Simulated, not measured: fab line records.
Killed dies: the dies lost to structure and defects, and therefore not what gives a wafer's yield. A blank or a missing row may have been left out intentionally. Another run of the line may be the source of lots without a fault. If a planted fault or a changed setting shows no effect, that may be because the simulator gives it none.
The tool behind it: which one? + flow n5_finfet + 10 lots with 25 wafers sampled at 4 steps, on a route of 1938 steps

== WHAT THE GAUGES SHOWED, per wafer ==
N5_HKMG_FIN_INSPECT_14: inspects for defects (macro).
| lot  | measured    | on                | raw_defect_count |
|------|-------------|-------------------|------------------|
| L198 | day 4 05:16 | defect_inspect-01 | 2 1 2            |
| L199 | day 4 14:00 | defect_inspect-02 | 3 2 1            |
| L200 | day 4 15:07 | defect_inspect-01 | 0 1              |
| L208 | day 6 18:31 | defect_inspect-02 | 1 >300 >300      |
| L211 | day 7 15:19 | defect_inspect-01 | 3 1              |
| L212 | day 7 16:50 | defect_inspect-02 | 2 1 1            |
| L213 | day 7 19:46 | defect_inspect-01 | 1 3              |
| L216 | day 8 14:27 | defect_inspect-01 | 2 4              |
| L220 | day 9 21:04 | defect_inspect-02 | 0 2 1            |
| L221 | day 9 22:25 | defect_inspect-02 | 0 4              |

== WHAT TOOL EACH LOT RAN ON (gives the tool, then ch and the chambers of the sampled wafers, and finally the start) ==
| lot  | N5_HKMG_FIN_STRIP_57              | N5_HKMG_FIN_STRIP_93              | N5_HKMG_FIN_ALD_36                 |
|------|-----------------------------------|-----------------------------------|------------------------------------|
| L198 | rie_diel-02 ch 0,2,3, day 4 02:15 | rie_diel-02 ch 0,2,3, day 4 02:42 | ald_metal-03 ch 0,2,3, day 4 04:11 |
| L199 | rie_diel-05 ch 1,3, day 4 10:46   | rie_diel-05 ch 1,3, day 4 11:13   | ald_metal-01 ch 2,3, day 4 12:55   |
| L200 | rie_diel-01 ch 2,3, day 4 11:41   | rie_diel-01 ch 2,3, day 4 12:08   | ald_metal-02 ch 0,3, day 4 13:55   |
| L208 | rie_diel-02 ch 2,3, day 6 15:24   | rie_diel-02 ch 2,3, day 6 15:51   | ald_metal-03 ch 1,3, day 6 17:19   |
| L211 | rie_diel-05 ch 1,2, day 7 12:16   | rie_diel-05 ch 1,2, day 7 12:43   | ald_metal-02 ch 1,3, day 7 14:07   |
| L212 | rie_diel-01 ch 0,2,3, day 7 13:34 | rie_diel-01 ch 0,2,3, day 7 14:01 | ald_metal-03 ch 0,3, day 7 15:37   |
| L213 | rie_diel-01 ch 1,2, day 7 16:50   | rie_diel-01 ch 1,2, day 7 17:17   | ald_metal-02 ch 2, day 7 18:41     |
| L216 | rie_diel-05 ch 1, day 8 11:29     | rie_diel-05 ch 1,3, day 8 11:56   | ald_metal-02 ch 0,1, day 8 13:22   |
| L220 | rie_diel-05 ch 1,2,3, day 9 18:00 | rie_diel-05 ch 1,2,3, day 9 18:27 | ald_metal-01 ch 0,2,3, day 9 19:52 |
| L221 | rie_diel-01 ch 0,2, day 9 19:18   | rie_diel-01 ch 0,2, day 9 19:45   | ald_metal-01 ch 0,2, day 9 21:11   |
- N5_HKMG_FIN_STRIP_57: strips in CF4.
- N5_HKMG_FIN_STRIP_93: strips SOC in N2/H2, time 20 s.
- N5_HKMG_FIN_ALD_36: deposits TiN, target thk 1 nm, pulse time 1 s, purge time 3 s.

== THE ANSWER, worked out from the rows above alone ==
Rule: what is usual is taken from the lots themselves. Put in order of their means at a reading, lots are off if they are a third of the lots or fewer, leave a main group of 4 or more, and stand apart from it by a gap of 3 or more times the standard deviation of the main group's means; of several such gaps the widest counts. A main group whose means are all the same, to the digits that the tables above print for the reading, isn't used. A lot without any number at a reading at which 4 lots or more have one is off too. The other lots that the step has rows for count as sound.
None of the lots is off at any reading shown; this tells nothing.

== WHAT HAD BEEN PUT IN BY THE SIMULATOR ==
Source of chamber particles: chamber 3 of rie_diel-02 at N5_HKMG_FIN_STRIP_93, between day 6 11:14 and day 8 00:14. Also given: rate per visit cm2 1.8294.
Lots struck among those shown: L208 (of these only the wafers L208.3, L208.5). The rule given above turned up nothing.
